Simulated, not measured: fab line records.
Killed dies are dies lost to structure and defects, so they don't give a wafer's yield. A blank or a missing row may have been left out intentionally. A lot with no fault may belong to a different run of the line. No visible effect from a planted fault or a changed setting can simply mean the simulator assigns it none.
Chamber matching	flow nand harc	NHARC_P_M1_DEP_33 on pecvd-03 has 3 sister chambers
The step deposits SiCN, target thk 30 nm. 3 wafers are shown with their chamber, then 7 later ones without.

## WAFERS WITH THEIR CHAMBER
wafer	chamber	heater power w (W)
L955.5	1	695
L961.2	2	526
L961.5	0	626

## WAFERS WITH NO CHAMBER GIVEN
wafer	heater power w (W)
L961.6	721
L968.1	579
L968.2	690
L968.6	682
L969.2	651
L969.4	684
L969.5	500

## CHAMBER TAKEN BY EACH
wafer	from the rows above	in truth
L961.6	1	1
L968.1	can't be placed: 0 or 2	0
L968.2	1	1
L968.6	can't be placed: 1 or 0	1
L969.2	can't be placed: 0 or 1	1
L969.4	can't be placed: 1 or 0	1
L969.5	2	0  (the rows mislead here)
2 of 7 placed correctly. Not placeable from these rows: 4 (in 4, the candidates include the true chamber). Placed wrongly: 1.
How it was worked out, from the rows above alone: a wafer's distance from a chamber is the root of the sum, over the readings, of the square of ((its reading less the chamber's mean) divided by the reading's scatter). If the next closest chamber is less than 2 further off than the closest, the wafer can't be placed; otherwise it belongs to the closest. The mean given for a chamber averages the wafers shown for that chamber. The scatter (one wafer shown for each chamber): square how far every hidden wafer sits from the nearest shown wafer, average those squares and take the square root.
